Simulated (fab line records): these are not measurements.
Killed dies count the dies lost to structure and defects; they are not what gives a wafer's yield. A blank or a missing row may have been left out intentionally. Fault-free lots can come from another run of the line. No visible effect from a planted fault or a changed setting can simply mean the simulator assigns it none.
Which tool was responsible? / flow n5-finfet / 26 wafers from 9 lots sampled at 4 of the route's 1938 steps

== WHAT EACH GAUGE READ, for each wafer ==
N5_BEOL_M10_CD_MEAS_28: target cd 70 nm.
lot=L548; measured=day 10 06:40; on=cd-sem-03; cd-nm (nm)=70.1 68.9 70.0
lot=L549; measured=day 10 14:10; on=cd-sem-02; cd-nm (nm)=69.1 70.2 70.2
lot=L551; measured=day 10 23:44; on=cd-sem-01; cd-nm (nm)=80.5 81.4 79.8
lot=L553; measured=day 11 10:43; on=cd-sem-03; cd-nm (nm)=79.6 78.5 79.7
lot=L554; measured=day 11 15:04; on=cd-sem-03; cd-nm (nm)=77.0 76.7 77.7
lot=L555; measured=day 11 15:13; on=cd-sem-03; cd-nm (nm)=70.1 70.8 70.5
lot=L564; measured=day 14 05:19; on=cd-sem-01; cd-nm (nm)=70.1 71.5
lot=L566; measured=day 16 05:31; on=cd-sem-03; cd-nm (nm)=68.5 68.1 69.0
lot=L570; measured=day 17 12:50; on=cd-sem-01; cd-nm (nm)=68.4 68.3 68.3

== TOOL THAT RAN EACH LOT (tool first, then ch and the chambers of the sampled wafers, then the start) ==
lot=L548; N5_BEOL_M10_ILD_DEP_00=pecvd-03 ch 1,2, day 10 01:32; N5_BEOL_M10_ETCH_62=rie-diel-05 ch 1,2,3, day 10 05:50; N5_BEOL_M10_EXPOSE_25=arfi-scanner-01 ch 0, day 10 06:32
lot=L549; N5_BEOL_M10_ILD_DEP_00=pecvd-03 ch 1,2, day 10 10:02; N5_BEOL_M10_ETCH_62=rie-diel-01 ch 0,1,3, day 10 12:35; N5_BEOL_M10_EXPOSE_25=arfi-scanner-01 ch 0, day 10 14:02
lot=L551; N5_BEOL_M10_ILD_DEP_00=pecvd-03 ch 0,1, day 10 20:57; N5_BEOL_M10_ETCH_62=rie-diel-01 ch 0,1,3, day 10 22:58; N5_BEOL_M10_EXPOSE_25=arfi-scanner-01 ch 0, day 10 23:37
lot=L553; N5_BEOL_M10_ILD_DEP_00=pecvd-04 ch 0,2, day 11 07:13; N5_BEOL_M10_ETCH_62=rie-diel-05 ch 0,3, day 11 09:42; N5_BEOL_M10_EXPOSE_25=arfi-scanner-01 ch 0, day 11 10:34
lot=L554; N5_BEOL_M10_ILD_DEP_00=pecvd-04 ch 0,2, day 11 12:05; N5_BEOL_M10_ETCH_62=rie-diel-05 ch 0,2, day 11 13:26; N5_BEOL_M10_EXPOSE_25=arfi-scanner-01 ch 0, day 11 14:56
lot=L555; N5_BEOL_M10_ILD_DEP_00=pecvd-04 ch 0,2, day 11 12:21; N5_BEOL_M10_ETCH_62=rie-diel-03 ch 1,3, day 11 13:52; N5_BEOL_M10_EXPOSE_25=arfi-scanner-03 ch 0, day 11 15:05
lot=L564; N5_BEOL_M10_ILD_DEP_00=pecvd-04 ch 0, day 14 01:29; N5_BEOL_M10_ETCH_62=rie-diel-01 ch 0,2, day 14 03:08; N5_BEOL_M10_EXPOSE_25=arfi-scanner-02 ch 0, day 14 05:11
lot=L566; N5_BEOL_M10_ILD_DEP_00=pecvd-04 ch 0,1, day 16 02:38; N5_BEOL_M10_ETCH_62=rie-diel-05 ch 1,2, day 16 04:04; N5_BEOL_M10_EXPOSE_25=arfi-scanner-03 ch 0, day 16 05:23
lot=L570; N5_BEOL_M10_ILD_DEP_00=pecvd-01 ch 0,1,2, day 17 07:43; N5_BEOL_M10_ETCH_62=rie-diel-01 ch 2,3, day 17 09:22; N5_BEOL_M10_EXPOSE_25=arfi-scanner-02 ch 0, day 17 12:42
- N5_BEOL_M10_ILD_DEP_00: deposits SiCOH lowk from DEMS/porogen, target thk 308.51 nm, time 58 s.
- N5_BEOL_M10_ETCH_62: etches SOC in N2/H2, target depth 110 nm, overetch 22 nm, time 165 s.
- N5_BEOL_M10_EXPOSE_25: exposes mask V9.

== THE ANSWER, worked out from the rows above alone ==
Rule: what is usual is taken from the lots themselves. The widest of any qualifying gaps counts: lots, ordered by their means at a reading, are off when they make up no more than a third of the lots, leave a main group of 4 or more, and stand apart from it by 3 or more times the standard deviation of that group's means. Not used: any main group whose means are identical at the precision the tables above print for the reading. Also off: a lot with no number at a reading for which 4 or more lots have one. Any other lot the step has rows for is counted as sound.
Off, at N5_BEOL_M10_CD_MEAS_28 on cd-nm: L551, L553, L554. Main group: mean 69.6 nm, sd 0.91.
If a tool, at a process step before that reading, ran all the lots that are off and no sound lot after the first of them, it fits. The gauges at N5_BEOL_M10_CD_MEAS_28 are tried like those tools. One candidate fits, namely arfi-scanner-01 at N5_BEOL_M10_EXPOSE_25. Its last sound lot is L549 (day 10 14:02), its first lot that is off L551 (day 10 23:37): a fault that began between those two fits.

== WHAT THE SIMULATOR HAD INSERTED ==
Drift in process parameters on arfi-scanner-01 at N5_BEOL_M10_EXPOSE_25, starting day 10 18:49. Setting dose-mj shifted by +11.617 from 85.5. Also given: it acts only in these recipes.
Struck lots among those shown: L551, L553, L554. The same result came from the rule above.
